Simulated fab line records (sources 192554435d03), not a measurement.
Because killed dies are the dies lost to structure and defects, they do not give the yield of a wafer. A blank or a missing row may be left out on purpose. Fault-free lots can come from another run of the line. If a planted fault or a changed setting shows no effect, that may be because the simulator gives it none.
fab line records    flow n5Finfet
[record] lots = 4  wafers = 12  lastDay = 19
route steps=1938 shown BEOL_M4@1099 BEOL_M5@1112 BEOL_M6@1216 PASSIVATION@1936
lots untouched by any fault: they come from a run of this same line in which no faults occurred
startH: hours from the record's opening day to when the first of the lot's shown wafers began    waitH: hours since the lot's step before    " the same as in the row above    L1.1+2: several wafers, shown together as one row    - value missing, or start not given    * or withheld: withheld    < > ~ a bound
route shown NAME@n: NAME is a module with steps in the file, n the number in the route of the first one    usual: mean/standard deviation of fault-free wafers    same: alike in all rows    chamber/n: place in a boat    sites: each site's reading    _std_site: the standard deviation of these    _edge_site: inner sites' mean taken away from outer sites' mean    radiusMm: how far each site lies from the wafer's centre    mask NAME#n: copy n    behind: tool/chamber where the wafer was last shaped    hold: the reason the lot was held/the length of the hold in hours/how it ended    device: whichever transistor did not switch (one of n, p or np)    end of line: the same wafers' tests at the end of the route    a step without rows: its recipe alone    killed: at the first sort, the dies lost to defects and structure; wafer yield is something else    map: per-die view of a wafer (x killed, . not killed, _ where there is no die)
set.NAME: the setting the step ran with; set.NAME@STEP: the setting that earlier step ran with    model.NAME: the simulator's own value behind a step, which no gauge read
lots at some steps of the route; a table a step, a row a wafer
services: the hour from which a tool's chamber was out of use, counted from the record's first day as startH (under 0 if before that day), plus the number of hours and why
[[steps]]
[step N5_BEOL_M4_ANNEAL_95]
[recipe] tempC = 400  timeS = 240  ambient = vacuum
[step N5_BEOL_M4_SPUTTER_96]
[recipe] material = Cu  targetThkA = 45  tempC = -20  chamberPressurePa = 0.07  powerW = withheld  timeS = 8.29
[step N5_BEOL_M4_ECD_50]
[recipe] material = Cu  targetThkA = 3000
[step N5_BEOL_M4_ANNEAL_51]
[recipe] tempC = 225  timeS = 90  ambient = N2
[step N5_BEOL_M4_CMP_52]
[recipe] stopOn = SiOC  tOverpolishS = 6.8  downForcePsi = 1  platenRpm = 50  clearingPlatenDownForcePsi = 1.5  clearingPlatenRpm = 50  postCmpClean = cuAlkaline  targetThkNm = 40  clearingPlatenPadVelocityMS = 0.99484  padVelocityMS = 0.99484
[step N5_BEOL_M4_PRE_CLEAN_60]
[recipe] gas = NH3/H2  timeS = 15  tempC = *  rfPowerW = 300
[step N5_BEOL_M4_CO_CAP_55]
[recipe] material = Co  targetThkA = 20  tempC = 200  precursor = CCTBA/H2  pressureTorr = 30  timeS = 102.1
[step N5_BEOL_M4_PRE_CLEAN_56]
[recipe] gas = NH3  timeS = 15  tempC = withheld  rfPowerW = 300
[step N5_BEOL_M4_DEP_57]
[recipe] material = SiCN  targetThkA = 80  tempC = withheld  precursor = 3MS/NH3  pressureTorr = 3  rfW = 202  timeS = 14
[step N5_BEOL_M4_RC_MEAS_101]
[usual] DIBL_N = 36.1/1.6  DIBL_P = 35.8/2  IOFF_N = 0.157/0.029  IOFF_P = 0.21/0.034  ION_N = 677/13  ION_P = 465/8.1  SS_N = 71.3/0.61  SS_P = 73.2/0.65  VT_N = 249/3.3  VT_P = -250/3.2
lot.wafer  tool       chamber  startH  waitH  DIBL_N[mV/V]  DIBL_P[mV/V]  IOFF_N[nA/um]  IOFF_P[nA/um]  ION_N[uA/um]  ION_P[uA/um]  SS_N[mV/dec]  SS_P[mV/dec]  VT_N[mV]  VT_P[mV]
L858.1     prober-01  0        313.01  0.0    34.8          34.9          0.145          0.20           679           469           71.6          73.3          250       -250
L858.4     "          0        "       "      34.0          33.3          0.131          0.18           668           464           71.1          72.8          251       -253
L858.6     "          0        "       "      34.3          33.4          0.130          0.17           674           463           71.0          74.2          250       -253
L859.1     prober-01  0        315.54  0.0    33.1          32.8          0.110          0.19           667           471           70.2          72.1          253       -251
L859.3     "          0        "       "      36.5          36.5          0.163          0.24           685           473           71.6          73.7          250       -248
L859.5     "          0        "       "      36.3          35.5          0.148          0.22           665           462           70.9          72.9          251       -250
L862.2     prober-02  0        325.20  0.2    37.3          37.2          0.184          0.22           698           470           71.4          73.0          246       -250
L862.5     "          0        "       "      38.0          39.4          0.208          0.25           702           473           72.0          73.4          241       -247
L862.6     "          0        "       "      35.3          35.0          0.158          0.19           687           474           70.7          73.2          249       -251
L863.2     prober-02  0        343.03  0.2    35.9          36.7          0.147          0.21           685           471           71.3          73.1          250       -250
L863.4     "          0        "       "      38.2          38.1          0.184          0.24           670           463           72.7          73.7          249       -249
L863.5     "          0        "       "      37.3          37.2          0.166          0.23           687           472           71.2          74.0          250       -248
[step N5_BEOL_M5_ILD_DEP_00]
[recipe] material = SiCOH_lowk  targetThkA = 1406.4  tempC = 300  precursor = DEMS/porogen  pressureTorr = 5  rfW = 500  timeS = 25.9
[step N5_BEOL_M5_CURE_79]
[recipe] tempC = 385  timeS = 240  ambient = He/Ar  material = SiCOH_lowk
[step N5_BEOL_M5_PECVD_70]
[recipe] material = SiO2  targetThkA = 160  tempC = 400  precursor = TEOS/O2  pressureTorr = 5.5  rfW = 450  teosFlowSccm = 53.8  gas = O2  flowSccm = 3000  timeS = 18
[step N5_BEOL_M5_HM_DEP_02]
[recipe] material = TiN  targetThkA = 200  tempC = 25  chamberPressurePa = 0.49996
[step N5_BEOL_M5_COAT_59]
[recipe] resist = SOC  tempC = 250  timeS = 60  spinRpm = 1500  resistThkNm = 60
[step N5_BEOL_M5_COAT_60]
[recipe] resist = SiARC  tempC = 220  timeS = 60  spinRpm = 1500  resistThkNm = 12
[step N5_BEOL_M5_COAT_71]
[recipe] resist = underlayer  tempC = 205  timeS = 60  spinRpm = 1500  resistThkNm = 5
[step N5_BEOL_M5_COAT_05]
[recipe] resist = CAR-EUV  spinRpm = 1500  resistThkNm = 30
[step N5_BEOL_M5_EBR_07]
[recipe] solvent = PGMEA  ebrWidthMm = 1.5
[step N5_BEOL_M5_SOFTBAKE_06]
[recipe] tempC = 110  timeS = 60  resist = CAR-EUV
[step N5_BEOL_M5_EXPOSE_08]
[recipe] maskId = M5  na = 0.33  sourceShape = annular  sigmaInner = 0.4  sigmaOuter = 0.8  polarization = unpolarized  targetCdNm = 28  doseMj = 35.75
[step N5_BEOL_M5_PEB_09]
[recipe] pebTempC = 100  pebTimeS = 60  resist = CAR-EUV
[step N5_BEOL_M5_DEVELOP_10]
[recipe] developTimeS = 30  developer = TMAH  resist = CAR-EUV  rinseLiquid = surfactantRinse  dry = airSpin  devTempC = 23
[step N5_BEOL_M5_DESCUM_16]
[recipe] chemistry = O2  timeS = 7  sourcePowerW = 50  biasPowerW = 20  pressureMtorr = 20  rfFrequencyHz = 2.712e+07  tempC = 40  resist = CAR-EUV  o2FlowSccm = 225
[step N5_BEOL_M5_ETCH_72]
[recipe] chemistry = N2/H2  target = underlayer  targetDepthA = 65  maskMaterial = CAR-EUV  timeS = 5.2  ionEnergyEv = 200  pressureMtorr = 30  sourceW = 840  biasW = 150  n2FlowSccm = 200  h2FlowSccm = 200  ends = cleared
[step N5_BEOL_M5_ETCH_61]
[recipe] chemistry = CF4  target = SiARC  targetDepthA = 156  maskMaterial = CAR-EUV  timeS = 26  ionEnergyEv = 80  pressureMtorr = 40  sourceW = 545  biasW = 36  Ar_flow_sccm = 100  cf4FlowSccm = 100  ends = cleared
[step N5_BEOL_M5_ETCH_62]
[recipe] chemistry = N2/H2  target = SOC  targetDepthA = 750  overetchA = 150  maskMaterial = SiARC  tempC = 40  timeS = 112.5  ionEnergyEv = 200  pressureMtorr = 30  sourceW = 840  biasW = 150  n2FlowSccm = 200  h2FlowSccm = 200
[step N5_BEOL_M5_STRIP_63]
[recipe] chemistry = N2/H2  tempC = 40  n2FlowSccm = 200  h2FlowSccm = 200  rfFrequencyHz = 6e+07
[step N5_BEOL_M5_STRIP_73]
[recipe] chemistry = N2/H2  tempC = 40  n2FlowSccm = 200  h2FlowSccm = 200  rfFrequencyHz = 6e+07
[step N5_BEOL_M5_STRIP_64]
[recipe] chemistry = CF4  resist = SiARC  powerW = 300  biasPowerW = 75  pressureMtorr = 50  cf4FlowSccm = 150  rfFrequencyHz = 6e+07
[step N5_BEOL_M5_HM_OPEN_17]
[recipe] chemistry = Cl2/BCl3  targetDepthA = 200  overetchA = 60  target = TiN  maskMaterial = SOC  ionEnergyEv = 150  pressureMtorr = 10  icpW = 1000  biasW = 126  Cl2_flow_sccm = 53.25  bcl3FlowSccm = 21.75  Ar_flow_sccm = 25
[step N5_BEOL_M5_STRIP_19]
[recipe] chemistry = O2  powerW = 400  tempC = 40  pressureMtorr = 30  rfFrequencyHz = 6e+07  biasPowerW = 0  overashFraction = 0.2  o2FlowSccm = 225
[step N5_BEOL_M5_COAT_65]
[recipe] resist = SOC  tempC = 250  timeS = 60  spinRpm = 1500  resistThkNm = 60
[step N5_BEOL_M5_COAT_66]
[recipe] resist = SiARC  tempC = 220  timeS = 60  spinRpm = 1500  resistThkNm = 12
[step N5_BEOL_M6_STRIP_19]
[recipe] chemistry = O2  powerW = 400  tempC = 40  pressureMtorr = 30  rfFrequencyHz = 6e+07  biasPowerW = 0  overashFraction = 0.2  o2FlowSccm = 225
[usual] biasPowerW = 0/0  chamberPressureMTorr = 30.01/0.035  drypumpMotorCurrentA = 5.6/0.34  oesProductAu = 0.83/0.058  rfVppV = 3.6/0.58  showerheadPlenumPTorr = 2.10/0.1  throttleValvePct = 16.67/0.23
lot.wafer  tool        chamber  startH  waitH  biasPowerW  chamberPressureMTorr  drypumpMotorCurrentA  oesProductAu  rfHoursCounterH  rfVppV  showerheadPlenumPTorr  throttleValvePct  model.SOC_of_BEOL_M6_COAT_59.thkNm
L858.1     rieDiel-03  3        332.43  0.1    -           -                     -                     -             -                -       -                      -                 92.4
L858.4     "           3        "       "      -           -                     -                     -             -                -       -                      -                 92.4
L858.6     "           2        "       "      -           -                     -                     -             -                -       -                      -                 92.4
L859.1     rieDiel-01  1        335.89  0.3    -           -                     -                     -             -                -       -                      -                 92.4
L859.3     "           3        "       "      -           -                     -                     -             -                -       -                      -                 91.8
L859.5     "           1        "       "      -           -                     -                     -             -                -       -                      -                 92.2
L862.2     rieDiel-03  3        339.93  0.1    0           29.96                 6.4                   0.68          246              4.1     2.07                   16.73             0
L862.5     "           1        "       "      0           30.03                 5.5                   0.81          -                3.7     2.19                   16.71             0
L862.6     "           2        "       "      0           29.94                 5.7                   0.89          -                2.7     2.25                   16.69             0
L863.2     rieDiel-05  2        360.43  0.2    0           30.05                 5.6                   0.77          121              3.0     2.21                   16.74             0
L863.4     "           0        "       "      0           30.02                 5.6                   0.74          176              3.5     1.93                   17.14             0
L863.5     "           2        "       "      0           29.97                 5.7                   0.78          -                4.1     2.21                   16.74             0
[step N5_BEOL_M6_ETCH_66]
[recipe] chemistry = N2/H2  target = SOC  targetDepthA = 800  overetchA = 160  maskMaterial = SiARC  tempC = 40  timeS = 120  ionEnergyEv = 200  pressureMtorr = 30  sourceW = 840  biasW = 150  n2FlowSccm = 200  h2FlowSccm = 200
[usual] drypumpMotorCurrentA = 5.7/0.33  oesProductAu = 0.64/0.048  rfVppV = 524/3.4  showerheadPlenumPTorr = 2.57/0.12  throttleValvePct = 17.80/0.24
lot.wafer  tool        chamber  startH  waitH  drypumpMotorCurrentA  oesProductAu  rfHoursCounterH  rfVppV  showerheadPlenumPTorr  throttleValvePct  model.etch.depthNm
L858.1     rieDiel-03  1        333.36  0.0    5.5                   0.82          109              527     2.69                   18.09             99.21
L858.4     "           3        "       "      6.4                   0.68          244              524     2.48                   17.62             96.9
L858.6     "           1        "       "      5.5                   0.82          -                527     2.69                   18.08             99.13
L859.1     rieDiel-03  3        338.94  0.0    6.4                   0.67          246              522     2.48                   17.62             95.75
L859.3     "           2        "       "      5.7                   0.86          30               529     2.72                   17.80             92.54
L859.5     "           3        "       "      6.4                   0.68          -                522     2.48                   17.62             96.36
L862.2     rieDiel-01  3        342.06  0.0    6.5                   0.61          92               528     2.67                   17.94             59.77
L862.5     "           1        "       "      5.8                   0.62          -                521     2.47                   17.91             59.8
L862.6     "           2        "       "      5.1                   0.63          -                521     2.45                   17.40             59.7
L863.2     rieDiel-03  1        361.89  0.0    5.4                   0.61          118              527     2.69                   18.08             60.15
L863.4     "           0        "       "      5.7                   0.65          -                528     2.69                   17.59             60.05
L863.5     "           1        "       "      5.4                   0.61          -                528     2.68                   18.06             59.99
[step N5_BEOL_M6_VIA_ETCH_34]
[recipe] chemistry = C4F6/O2  target = SiCOH_lowk  targetDepthA = 1263  maskMaterial = SOC  taperDeg = 4  timeS = 50.9  ionEnergyEv = 250  pressureMtorr = 30  sourceW = 345  biasW = 185  Ar_flow_sccm = 300  C4F6_flow_sccm = 10  O2_flow_sccm = 10
[usual] O2_flow_sccm = 10.002/0.029  drypumpMotorCurrentA = 5.7/0.33  oes_ar_750_au = 0.83/0.064  oesProductAu = 0.83/0.063  rfVppV = 674/14  showerheadPlenumPTorr = 2.87/0.13  throttleValvePct = 20.87/0.21
lot.wafer  tool        chamber  startH  waitH  O2_flow_sccm  drypumpMotorCurrentA  oes_ar_750_au  oesProductAu  rfHoursCounterH  rfVppV  showerheadPlenumPTorr  throttleValvePct
L858.1     rieDiel-03  1        333.47  0.0    9.989         5.4                   0.81           0.30          109              685     2.98                   20.83
L858.4     "           3        "       "      10.043        6.4                   0.68           0.25          244              686     2.79                   20.59
L858.6     "           1        "       "      9.938         5.5                   0.81           0.31          -                684     2.98                   20.85
L859.1     rieDiel-03  3        339.04  0.0    9.980         6.5                   0.67           0.25          246              687     2.79                   20.59
L859.3     "           2        "       "      9.982         5.7                   0.87           0.33          30               685     3.02                   20.67
L859.5     "           3        "       "      10.007        6.4                   0.68           0.25          -                689     2.79                   20.59
L862.2     rieDiel-01  3        342.16  0.0    9.997         6.4                   0.82           0.81          92               683     3.02                   21.31
L862.5     "           1        "       "      10.032        5.8                   0.83           0.81          -                659     2.76                   20.83
L862.6     "           2        "       "      10.021        5.1                   0.83           0.84          -                689     2.75                   20.57
L863.2     rieDiel-03  1        361.99  0.0    9.987         5.5                   0.80           0.80          118              685     2.98                   21.02
L863.4     "           0        "       "      10.003        5.7                   0.84           0.85          -                681     2.99                   20.55
L863.5     "           1        "       "      9.978         5.5                   0.80           0.80          -                684     2.98                   21.03
[step N5_PASSIVATION_PROBE_49]
[usual] defectLimitedYield = 91.0/1.4  killed_at_M0_to_M3 = 33/11  killed_at_M4_up = 14/5  killedAtContacts = 11/7.3  killedAtFrontEnd = 43/12  killedAtOther = 4/3.1  killedDies = 106/17  killedOnRim = 14/3.8  killedOpen = 69/13  killedShort = 34/8.7  sort_bin_5_function = 5.2/0.96  sort_bin_6_memory = 3.3/0.66  sortNPass = 1074/17  sortYieldPct = 91.0/1.4
[same] grossDies = 1180  killedAtBackSide = 0  sort_bin_4_leakage[%] = 0  sort_bin_8_speed[%] = 0
lot.wafer  tool       chamber  startH  waitH  defectLimitedYield[%]  killed_at_M0_to_M3  killed_at_M4_up  killedAtContacts  killedAtFrontEnd  killedAtOther  killedDies  killedOnRim  killedOpen  killedShort  sort_bin_5_function[%]  sort_bin_6_memory[%]  sortNPass  sortYieldPct[%]
L858.1     prober-01  -        424.94  0.0    0                      25                  1100             15                40                0              1180        152          71          24           96.8                    3.1                   0          0
L858.4     prober-01  -        425.09  0.2    0                      19                  1106             17                36                2              1180        152          57          24           96.7                    3.1                   0          0
L858.6     prober-01  -        425.19  0.3    0                      24                  1086             26                41                3              1180        152          68          40           96.1                    3.4                   0          0
L862.6     prober-02  -        438.74  0.3    91.5                   15                  12               12                51                10             100         11           63          37           4.9                     3.3                   1080       91.5
L859.1     prober-01  -        444.58  0.0    0                      38                  1092             14                24                12             1180        152          67          33           95.3                    4.2                   0          0
L859.3     prober-01  -        444.68  0.1    0                      43                  1092             15                25                5              1180        152          64          35           96.1                    3.7                   0          0
L859.5     prober-01  -        444.78  0.2    0                      33                  1110             6                 27                4              1180        152          55          31           96.2                    3.4                   0          0
// killed by level:class
L858.1 BEOL_M6:areaEtch=1068 BEOL_M2:geometricParticle:open=14 MOL_CONTACT_COAG:geometricParticle:open=13 BEOL_M6:plasmaStripResidue=13 STI_FIN_REVEAL:geometricParticle:open=10 FIN_SAQP:geometricParticle:open=6 DUMMY_GATE:geometricParticle:open=5 BEOL_M4:geometricParticle:open=4
L858.4 BEOL_M6:areaEtch=1087 MOL_CONTACT_COAG:geometricParticle:open=15 BEOL_M6:plasmaStripResidue=12 FIN_SAQP:geometricParticle:short=9 BEOL_M2:geometricParticle:open=8 FIN_SAQP:geometricParticle:open=7 STI_FIN_REVEAL:geometricParticle:open=6 GATE_CUT:geometricParticle:open=3
L858.6 BEOL_M6:areaEtch=1058 MOL_CONTACT_COAG:geometricParticle:open=22 BEOL_M6:plasmaStripResidue=14 FIN_SAQP:geometricParticle:short=11 BEOL_M0_SAQP:geometricParticle:open=9 BEOL_M5:geometricParticle:short=5 STARTING-WAFER:geometricParticle:open=5 STI_FIN_REVEAL:geometricParticle:open=5
L862.6 FIN_SAQP:geometricParticle:short=11 MOL_CONTACT_COAG:geometricParticle:open=10 FIN_SAQP:geometricParticle:open=8 GATE_CUT:geometricParticle:open=8 STI_FIN_REVEAL:geometricParticle:open=6 PASS1_CAP:geometricParticle:open=6 DUMMY_GATE:geometricParticle:open=5 BEOL_M4:geometricParticle:short=5
L859.1 BEOL_M6:areaEtch=1064 BEOL_M6:plasmaStripResidue=15 MOL_CONTACT_COAG:geometricParticle:open=13 BEOL_M0_SAQP:geometricParticle:open=13 BEOL_M0_SAQP:geometricParticle:short=10 BEOL_M3:geometricParticle:open=6 MIM_TOP_ETCH:geometricParticle:short=6 STI_FIN_REVEAL:geometricParticle:open=5
L859.3 BEOL_M6:areaEtch=1070 MOL_CONTACT_COAG:geometricParticle:open=14 BEOL_M0_SAQP:geometricParticle:open=13 GATE_CUT:geometricParticle:short=11 BEOL_M6:plasmaStripResidue=9 BEOL_M3:geometricParticle:open=8 BEOL_M0_SAQP:geometricParticle:short=7 BEOL_M1:geometricParticle:open=4
L859.5 BEOL_M6:areaEtch=1078 BEOL_M6:plasmaStripResidue=16 STI_FIN_REVEAL:geometricParticle:open=15 BEOL_M0_SAQP:geometricParticle:open=9 BEOL_M0_SAQP:geometricParticle:short=7 STI_FIN_REVEAL:geometricParticle:short=5 BEOL_M4:geometricParticle:open=5 MOL_CONTACT_COAG:geometricParticle:short=4
// map L858.1 (x killed, . not)
_________________xxxxxxxxxxxx________________
______________xxxxxxxxxxxxxxxxxx_____________
___________xxxxxxxxxxxxxxxxxxxxxxxx__________
__________xxxxxxxxxxxxxxxxxxxxxxxxxx_________
________xxxxxxxxxxxxxxxxxxxxxxxxxxxxxx_______
_______xxxxxxxxxxxxxxxxxxxxxxxxxxxxxxxx______
______xxxxxxxxxxxxxxxxxxxxxxxxxxxxxxxxxx_____
_____xxxxxxxxxxxxxxxxxxxxxxxxxxxxxxxxxxxx____
____xxxxxxxxxxxxxxxxxxxxxxxxxxxxxxxxxxxxxx___
___xxxxxxxxxxxxxxxxxxxxxxxxxxxxxxxxxxxxxxxx__
___xxxxxxxxxxxxxxxxxxxxxxxxxxxxxxxxxxxxxxxx__
__xxxxxxxxxxxxxxxxxxxxxxxxxxxxxxxxxxxxxxxxxx_
__xxxxxxxxxxxxxxxxxxxxxxxxxxxxxxxxxxxxxxxxxx_
_xxxxxxxxxxxxxxxxxxxxxxxxxxxxxxxxxxxxxxxxxxxx
_xxxxxxxxxxxxxxxxxxxxxxxxxxxxxxxxxxxxxxxxxxxx
_xxxxxxxxxxxxxxxxxxxxxxxxxxxxxxxxxxxxxxxxxxxx
_xxxxxxxxxxxxxxxxxxxxxxxxxxxxxxxxxxxxxxxxxxxx
_xxxxxxxxxxxxxxxxxxxxxxxxxxxxxxxxxxxxxxxxxxxx
_xxxxxxxxxxxxxxxxxxxxxxxxxxxxxxxxxxxxxxxxxxxx
_xxxxxxxxxxxxxxxxxxxxxxxxxxxxxxxxxxxxxxxxxxxx
_xxxxxxxxxxxxxxxxxxxxxxxxxxxxxxxxxxxxxxxxxxxx
__xxxxxxxxxxxxxxxxxxxxxxxxxxxxxxxxxxxxxxxxxx_
__xxxxxxxxxxxxxxxxxxxxxxxxxxxxxxxxxxxxxxxxxx_
___xxxxxxxxxxxxxxxxxxxxxxxxxxxxxxxxxxxxxxxx__
___xxxxxxxxxxxxxxxxxxxxxxxxxxxxxxxxxxxxxxxx__
____xxxxxxxxxxxxxxxxxxxxxxxxxxxxxxxxxxxxxx___
_____xxxxxxxxxxxxxxxxxxxxxxxxxxxxxxxxxxxx____
______xxxxxxxxxxxxxxxxxxxxxxxxxxxxxxxxxx_____
_______xxxxxxxxxxxxxxxxxxxxxxxxxxxxxxxx______
________xxxxxxxxxxxxxxxxxxxxxxxxxxxxxx_______
__________xxxxxxxxxxxxxxxxxxxxxxxxxx_________
___________xxxxxxxxxxxxxxxxxxxxxxxx__________
______________xxxxxxxxxxxxxxxxxx_____________
_________________xxxxxxxxxxxx________________
// map L859.1 (x killed, . not)
_________________xxxxxxxxxxxx________________
______________xxxxxxxxxxxxxxxxxx_____________
___________xxxxxxxxxxxxxxxxxxxxxxxx__________
__________xxxxxxxxxxxxxxxxxxxxxxxxxx_________
________xxxxxxxxxxxxxxxxxxxxxxxxxxxxxx_______
_______xxxxxxxxxxxxxxxxxxxxxxxxxxxxxxxx______
______xxxxxxxxxxxxxxxxxxxxxxxxxxxxxxxxxx_____
_____xxxxxxxxxxxxxxxxxxxxxxxxxxxxxxxxxxxx____
____xxxxxxxxxxxxxxxxxxxxxxxxxxxxxxxxxxxxxx___
___xxxxxxxxxxxxxxxxxxxxxxxxxxxxxxxxxxxxxxxx__
___xxxxxxxxxxxxxxxxxxxxxxxxxxxxxxxxxxxxxxxx__
__xxxxxxxxxxxxxxxxxxxxxxxxxxxxxxxxxxxxxxxxxx_
__xxxxxxxxxxxxxxxxxxxxxxxxxxxxxxxxxxxxxxxxxx_
_xxxxxxxxxxxxxxxxxxxxxxxxxxxxxxxxxxxxxxxxxxxx
_xxxxxxxxxxxxxxxxxxxxxxxxxxxxxxxxxxxxxxxxxxxx
_xxxxxxxxxxxxxxxxxxxxxxxxxxxxxxxxxxxxxxxxxxxx
_xxxxxxxxxxxxxxxxxxxxxxxxxxxxxxxxxxxxxxxxxxxx
_xxxxxxxxxxxxxxxxxxxxxxxxxxxxxxxxxxxxxxxxxxxx
_xxxxxxxxxxxxxxxxxxxxxxxxxxxxxxxxxxxxxxxxxxxx
_xxxxxxxxxxxxxxxxxxxxxxxxxxxxxxxxxxxxxxxxxxxx
_xxxxxxxxxxxxxxxxxxxxxxxxxxxxxxxxxxxxxxxxxxxx
__xxxxxxxxxxxxxxxxxxxxxxxxxxxxxxxxxxxxxxxxxx_
__xxxxxxxxxxxxxxxxxxxxxxxxxxxxxxxxxxxxxxxxxx_
___xxxxxxxxxxxxxxxxxxxxxxxxxxxxxxxxxxxxxxxx__
___xxxxxxxxxxxxxxxxxxxxxxxxxxxxxxxxxxxxxxxx__
____xxxxxxxxxxxxxxxxxxxxxxxxxxxxxxxxxxxxxx___
_____xxxxxxxxxxxxxxxxxxxxxxxxxxxxxxxxxxxx____
______xxxxxxxxxxxxxxxxxxxxxxxxxxxxxxxxxx_____
_______xxxxxxxxxxxxxxxxxxxxxxxxxxxxxxxx______
________xxxxxxxxxxxxxxxxxxxxxxxxxxxxxx_______
__________xxxxxxxxxxxxxxxxxxxxxxxxxx_________
___________xxxxxxxxxxxxxxxxxxxxxxxx__________
______________xxxxxxxxxxxxxxxxxx_____________
_________________xxxxxxxxxxxx________________
[[services]]
tool        chamber  startH  hours  kind
rieDiel-03  3        348.27  -      clean
rieDiel-03  3        348.27  -      consumableReplace:focusRing
rieDiel-03  3        348.27  19.9   scheduledDown
rieDiel-03  3        348.27  19.9   ventCycle
[[key]]
[firstSign] step = N5_BEOL_M6_STRIP_19  reading = toolRecord  direction = missing
[effect] step = N5_BEOL_M6_VIA_ETCH_34  reading = oesProductAu  direction = down  sigmas = 8.7  usual = 0.83  struck = 0.28
[effect] step = N5_PASSIVATION_PROBE_49  reading = killed_at_M4_up  direction = up  sigmas = 99+  usual = 14  struck = 1098
[modelEffect] step = N5_BEOL_M6_STRIP_19  value = SOC_of_BEOL_M6_COAT_59.thkNm  without = 0  struck = 92.27
[modelEffect] step = N5_BEOL_M6_ETCH_66  value = etch.depthNm  without = 59.87  struck = 96.65
[moreKillsBornAt] N5_BEOL_M6_ETCH_66@rieDiel-03 = 6425
metAt N5_BEOL_M6_STRIP_19
struckWafers L858.1,L858.4,L858.6,L859.1,L859.3,L859.5
laterRowsLeftOut L858.1,L858.4,L858.6,L859.1,L859.3,L859.5
[fault] kind = skippedStepWhole  tool = rieDiel-01,rieDiel-03  chamber = -  onsetH = 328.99  steps = N5_BEOL_M6_STRIP_19  scope = struckLotsOnly
// laterRowsLeftOut: the simulator's readings of these wafers behind a module that went badly wrong aren't trusted and aren't shown, but for the sort
